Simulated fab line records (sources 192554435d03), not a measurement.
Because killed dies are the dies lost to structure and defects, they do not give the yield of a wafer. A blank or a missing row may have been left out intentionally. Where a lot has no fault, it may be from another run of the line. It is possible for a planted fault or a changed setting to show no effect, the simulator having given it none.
A lot that was struck, set against a sound lot    flow n5-finfet    38 out of 1938 route steps
Sound: wafers L682.1, L682.2, L682.3. Struck: wafer L688.2 (L688.1, L688.6, from the same lot, were not struck and are left out); the cause is given at the end.
Order at every step that has rows: each side's tool, ch and its chambers, its first start. Under that, the readings that differ: sound wafers    struck wafers    difference of the means    sigmas: that difference in standard deviations of wafers without a fault.
alike: words and numbers the same on both sides, and readings whose means are apart by under 2 such deviations; not compared: readings that were withheld, readings missing a value for some wafer, numbers with overlapping values and no deviation given by the record, and bounds like >300 which may hide the same value.
Wherever a step has rows on one side only, a row that says differs or no value, or a row with sigmas, the two part there. When numbers do not overlap yet have no deviation, they are printed without sigmas and do not part them. Lack of a reading on every wafer of one side parts them only where that side has two or more wafers.

first, 9 steps without rows for these wafers: N5_BEOL_M0_CUTY_DEVELOP_56 (develop time 30 s); N5_BEOL_M0_CUTY_DESCUM_61 (chemistry O2, time 7.9 s); N5_BEOL_M0_CUTY_ETCH_62 (etches SiARC in CF4, time 58.5 s); N5_BEOL_M0_CUTY_ETCH_63 (etches SOC in N2/H2, target depth 82.7 nm, overetch 16.5 nm, time 124 s); N5_BEOL_M0_CUTY_STRIP_64 (strips in N2/H2); N5_BEOL_M0_ETCH_138 (etches SiCN in CH3F/O2, target depth 12 nm, time 31.6 s); N5_BEOL_M0_HM_OPEN_105 (chemistry Cl2/BCl3, target TiN, target depth 12 nm); N5_BEOL_M0_STRIP_140 (strips in CF4); N5_BEOL_M0_STRIP_104 (strips in N2/H2).
N5_BEOL_M0_WET_ETCH_106: etches SiO2 in DHF, target depth 130 nm, rinse time 30 s.
  sound on wet-bench-03 ch 1,2,4, day 8 19:02; struck on wet-bench-03 ch 0,1,5, day 10 01:31
then, 27 steps without rows for these wafers: N5_BEOL_M0_ETCH_128 (etches SiCN in CF4/N2, target depth 12 nm, overetch 5.1 nm, time 21.4 s); N5_BEOL_M0_TRENCH_ETCH_107 (etches SiOC in C4F6/O2, target depth 32.8 nm, time 16.4 s); N5_BEOL_M0_STRIP_142 (strips in N2/H2, time 10 s); N5_BEOL_M0_HM_STRIP_129 (strips TiN in peroxide tin strip, target depth 17 nm, time 108 s); N5_BEOL_M0_SRD_130 (time 30 s); N5_BEOL_M0_ETCH_109 (etches SiCN in CH3F/O2, target depth 8 nm, overetch 2.4 nm, time 27.4 s); N5_BEOL_M0_STRIP_139 (strips in post etch residue remover, time 60 s); N5_BEOL_M0_SRD_111 (time 30 s); N5_BEOL_M0_DEGAS_112 (time 60 s); N5_BEOL_M0_PRE_CLEAN_113 (time 30 s); N5_BEOL_M0_ALD_136 (deposits TaN, pulse time 2 s, purge time 3 s, co reactant purge time 2 s); N5_BEOL_M0_SURFACE_TREAT_137; N5_BEOL_M0_CVD_115 (deposits Co from CCTBA/H2, time 120 s); N5_BEOL_M0_SPUTTER_116 (material Cu, target thk 4 nm, time 7.37 s); N5_BEOL_M0_ANNEAL_117 (time 60 s); N5_BEOL_M0_SPUTTER_132 (material Cu, target thk 4 nm, time 7.37 s); N5_BEOL_M0_ANNEAL_133 (time 60 s); N5_BEOL_M0_SPUTTER_134 (material Cu, target thk 4 nm, time 7.37 s); N5_BEOL_M0_ANNEAL_135 (time 60 s); N5_BEOL_M0_SPUTTER_141 (material Cu, target thk 4 nm, time 7.37 s); N5_BEOL_M0_ECD_118 (material Cu, target thk 300 nm); N5_BEOL_M0_ANNEAL_119 (time 90 s); N5_BEOL_M0_CMP_120 (polishes, stops on SiOC, t overpolish 6.9 s); N5_BEOL_M0_PRE_CLEAN_131 (time 15 s); N5_BEOL_M0_CO_CAP_123 (material Co, precursor CCTBA/H2, target thk 2 nm, time 102.1 s); N5_BEOL_M0_PRE_CLEAN_124 (time 15 s); N5_BEOL_M0_DEP_125 (deposits SiCN from 3MS/NH3, target thk 8 nm, time 14 s).
-- a jump in the record: the struck wafers' starts before and after are 7 days apart (it breaks off in module BEOL_M0 and resumes in module PASSIVATION, where the first step shown is number 1936 of the route) --
N5_PASSIVATION_PROBE_49:
  only the struck wafers here have rows in the record (prober-02, day 16 19:54); the sound ones have none

WHERE THEY PART
At N5_PASSIVATION_PROBE_49 and nowhere else, as far as this record goes.

WHY: what had been put in by the simulator
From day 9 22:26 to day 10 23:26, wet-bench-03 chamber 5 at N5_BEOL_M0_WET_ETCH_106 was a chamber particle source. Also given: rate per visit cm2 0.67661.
